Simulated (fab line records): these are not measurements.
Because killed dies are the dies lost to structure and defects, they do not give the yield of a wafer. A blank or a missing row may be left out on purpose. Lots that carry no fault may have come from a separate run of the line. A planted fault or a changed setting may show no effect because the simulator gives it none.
Matching of chambers	flow n5 finfet	4 sister chambers for N5_SPACER0_ALD_07 on ald sin-03
The step deposits SiNx, target thk 2 nm. 24 wafers are shown with their chamber, then 12 later ones without.

== WAFERS PAIRED WITH THEIR CHAMBERS ==
wafer	chamber	heater power w (W)
L074.1	2	886
L074.2	1	772
L074.3	3	836
L075.1	0	867
L075.5	3	851
L075.6	0	902
L077.1	2	893
L077.5	1	758
L077.6	2	885
L082.1	2	888
L082.4	0	894
L082.5	1	772
L085.1	0	864
L085.4	1	776
L085.6	0	892
L090.1	1	748
L090.2	0	912
L090.3	3	856
L092.1	1	771
L092.2	2	887
L092.3	0	902
L094.1	1	785
L094.4	3	851
L094.6	0	903

SIGNATURES (means of the wafers above)
reading	chamber 0	chamber 1	chamber 2	chamber 3	scatter within a chamber
heater power w	892.00	768.86	887.80	848.50	12.8
Rule: a wafer lies at a distance from a chamber equal to the root of the sum of squares, over the readings, of (its reading less the chamber's mean, divided by the reading's scatter). The wafer belongs to the nearest chamber; if the next one is less than 2 further off, it can't be placed. The scatter: the root of (the sum of the squares of (reading less its chamber's mean) over the shown wafers, divided by (wafers less chambers)).

== WAFERS WHOSE CHAMBER IS MISSING ==
wafer	heater power w (W)
L095.2	829
L095.3	878
L095.6	893
L096.1	892
L096.2	839
L096.3	886
L096.4	768
L096.5	826
L096.6	891
L097.1	778
L097.4	907
L097.6	859

== WHICH CHAMBER EACH ONE RAN IN ==
wafer	from the rows above	in truth
L095.2	3	3
L095.3	can't be placed: 2 or 0 or 3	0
L095.6	can't be placed: 0 or 2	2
L096.1	can't be placed: 0 or 2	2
L096.2	3	3
L096.3	can't be placed: 2 or 0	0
L096.4	1	1
L096.5	3	3
L096.6	can't be placed: 0 or 2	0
L097.1	1	1
L097.4	can't be placed: 0 or 2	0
L097.6	can't be placed: 3 or 2 or 0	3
Placed correctly: 5 of 12. Unplaceable from these rows: 7, with the true chamber sitting among the candidates in 7. Number placed wrongly: 0.
